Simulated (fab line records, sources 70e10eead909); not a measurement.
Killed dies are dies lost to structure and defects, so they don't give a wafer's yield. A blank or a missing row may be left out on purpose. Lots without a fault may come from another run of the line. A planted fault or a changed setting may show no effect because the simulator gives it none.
Chamber matching | flow nand_harc | NHARC_P_CONTACT_DEP_00 on pecvd-03: 3 sister chambers
The step deposits SiO2, target thk 500 nm. 6 wafers are shown with their chamber, then 7 later ones without.

WAFERS WITH THEIR CHAMBER
wafer  | chamber | throttle_valve_pct (%) | heater_power_w (W)
L632.4 | 1       | 15.5                   | 622
L633.1 | 0       | 16.2                   | 549
L633.5 | 1       | 15.8                   | 695
L633.6 | 2       | 16.7                   | 592
L636.1 | 0       | 16.3                   | 544
L636.3 | 2       | 16.8                   | 517

WAFERS WITHOUT THEIR CHAMBER
wafer  | throttle_valve_pct (%) | heater_power_w (W)
L636.4 | 16.4                   | 578
L637.2 | 15.6                   | 661
L637.4 | 16.0                   | 673
L637.6 | 16.7                   | 628
L638.3 | 16.2                   | 622
L638.4 | 15.7                   | 633
L638.5 | 16.2                   | 502

WHICH CHAMBER EACH WENT THROUGH
wafer  | from the rows above     | in truth
L636.4 | can't be placed: 0 or 2 | 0
L637.2 | 1                       | 1
L637.4 | can't be placed: 1 or 0 | 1
L637.6 | 2                       | 2
L638.3 | 0                       | 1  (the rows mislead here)
L638.4 | 1                       | 1
L638.5 | 0                       | 0
Placed correctly: 4 of 7. Can't be placed from these rows: 2 (the true chamber is among the candidates in 2). Placed wrongly: 1.
How it was worked out, from the rows above alone: a wafer's distance from a chamber is the root of the sum, over the readings, of the square of ((its reading less the chamber's mean) divided by the reading's scatter). The wafer belongs to the nearest chamber; if the next one is less than 2 further off, it can't be placed. A chamber's mean is the mean of its shown wafers. The scatter: the root of (the sum of the squares of (reading less its chamber's mean) over the shown wafers, divided by (wafers less chambers)).
